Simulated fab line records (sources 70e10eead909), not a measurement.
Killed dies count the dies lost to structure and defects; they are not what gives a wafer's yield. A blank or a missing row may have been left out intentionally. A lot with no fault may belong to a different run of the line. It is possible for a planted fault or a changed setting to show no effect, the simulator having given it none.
Chamber matching | flow nand_harc | NHARC_P_M0_STRIP_18 on rie_diel-05: 4 sister chambers
The step strips in N2/H2. 4 wafers are shown with their chamber, then 7 later ones without.

## EACH WAFER AND ITS CHAMBER
wafer  | chamber | drypump_motor_current_A (A)
L080.1 | 1       | 4.9
L083.6 | 2       | 5.7
L087.2 | 3       | 5.3
L087.3 | 0       | 6.0

## WAFERS WITH NO CHAMBER GIVEN
wafer  | drypump_motor_current_A (A)
L087.5 | 4.9
L088.1 | 5.3
L088.2 | 4.9
L088.4 | 6.0
L095.3 | 5.7
L095.5 | 5.7
L095.6 | 5.2

## CHAMBER TAKEN BY EACH
wafer  | from the rows above | in truth
L087.5 | 1                   | 1
L088.1 | 3                   | 3
L088.2 | 1                   | 1
L088.4 | 0                   | 0
L095.3 | 2                   | 2
L095.5 | 2                   | 2
L095.6 | 3                   | 3
Placed correctly: 7 of 7. From these rows, 0 cannot be placed. Wrongly placed: 0.
How it was worked out, from the rows above alone: a wafer's distance from a chamber is the root of the sum, over the readings, of the square of ((its reading less the chamber's mean) divided by the reading's scatter). The wafer belongs to the nearest chamber; if the next one is less than 2 further off, it can't be placed. A chamber's mean is the mean of its shown wafers. The scatter: root of mean squared gap, hidden wafer to nearest shown wafer, with one shown wafer a chamber.
